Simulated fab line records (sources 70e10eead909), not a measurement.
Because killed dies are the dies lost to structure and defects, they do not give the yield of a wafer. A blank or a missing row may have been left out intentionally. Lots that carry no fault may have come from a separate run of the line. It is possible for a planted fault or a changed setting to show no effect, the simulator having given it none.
Problem report in the 8D (eight disciplines) form, filled by code    flow nand-harc    the parts of the form that need people (team, actions taken, sign-off) are left out

== 1. THE ISSUE ==
raw-defect-count at NHARC_P_ZERO_WELL_INSPECT_43 reads a mean of 498 on 6 wafers of 2 lots; wafers without a fault read 15 with a standard deviation of 6.3. Relative to the usual mean, that is a shift of +77 standard deviations.
Earliest sighting: wafer L966.1 on defect-inspect-01 at day 6 13:10. Wafers with a number at this step in the record: 36, from 12 lots. By rule, "out" or "out of limits" means more than 4 standard deviations away from the usual mean. Any other wafer with a number is counted as sound.

== 2. WHAT IT IS AND WHAT IT IS NOT ==
question                     is                      is not
which readings at this step  raw-defect-count        -
which lots                   L966, L967              L948, L949, L951, L952, L953, L960, L962, L964, L968, L969
which wafers of those lots   all that have a number  -
read on which gauges         defect-inspect-01       defect-inspect-02
when                         from day 6 13:10        up to then (24 sound wafers); but 6 sound wafers of L968, L969 came after

== 3. WHAT RULES OUT EACH SUSPECT ==
Counting: any tool at a process step up to the reading is kept as a suspect provided that every lot that is out went through it and no sound lot did after the first of them.
- the gauge at NHARC_P_ZERO_WELL_INSPECT_43 has been ruled out. All the wafers that are out were read on defect-inspect-01, but those of them that NHARC_END_SORT_01 has rows for are out there too, on other tools.
- rie-diel-11 at NHARC_P_ZERO_WELL_ETCH_65 (etches the open film in N2/H2, target depth 80 nm, overetch 24 nm, time 87.88 s): kept. Every lot that is out went through it, starting with L966 (day 6 07:22), and after that it ran no sound lot; the last sound lot it ran before then is L964 (day 5 19:22).
After counting, what remains is rie-diel-11 at NHARC_P_ZERO_WELL_ETCH_65.

== 4. THE CAUSE (what the simulator had put in) ==
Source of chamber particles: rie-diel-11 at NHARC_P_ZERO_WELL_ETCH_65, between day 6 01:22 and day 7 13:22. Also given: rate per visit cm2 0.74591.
Only this tool survived the counting.

== 5. THE CHAIN OF EFFECTS, in route order ==
Each row: a reading whose mean over the struck wafers that have a number lies more than 3 standard deviations from the usual. Only readings for which the record gives a usual standard deviation are gone through. hours: the time from each lot's start at the first step in this table that gives one to its start at this step, as a median over the lots. sigmas: the change in usual standard deviations.
hours  step                          reading              usual  on struck wafers  change  sigmas
0      NHARC_P_ZERO_WELL_INSPECT_43  raw-defect-count     15     498               +483    +77
16     NHARC_P_STI_INSPECT_11        raw-defect-count     6.0    492.2             +486.2  +99 or more
414    NHARC_END_SORT_01             killed-at-periphery  2.9    72.0              +69.1   +31
414    NHARC_END_SORT_01             killed-dies          32     106               +74     +6.7
Later steps that measure or inspect, where all struck wafers having a row at the step show a number for every such reading and not one has moved that far: NHARC_P_GATE_CD_MEAS_46, NHARC_P_GATE_CD_MEAS_91.

== 6. HOW IT WOULD HAVE BEEN CAUGHT EARLIER ==
The first out-of-limits reading at a measuring or inspecting step in this record came at day 6 13:10, 12 hours after the fault's start at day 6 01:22.
An alarm limit of 4 standard deviations would not have fired on the tool readings at NHARC_P_ZERO_WELL_ETCH_65 for which the record gives a usual standard deviation, since none of them was out on any struck wafer.
Lots out: 2; of these, L967 started NHARC_P_ZERO_WELL_ETCH_65 on rie-diel-11 after day 6 13:10. Holding the tool at that time would have saved it.
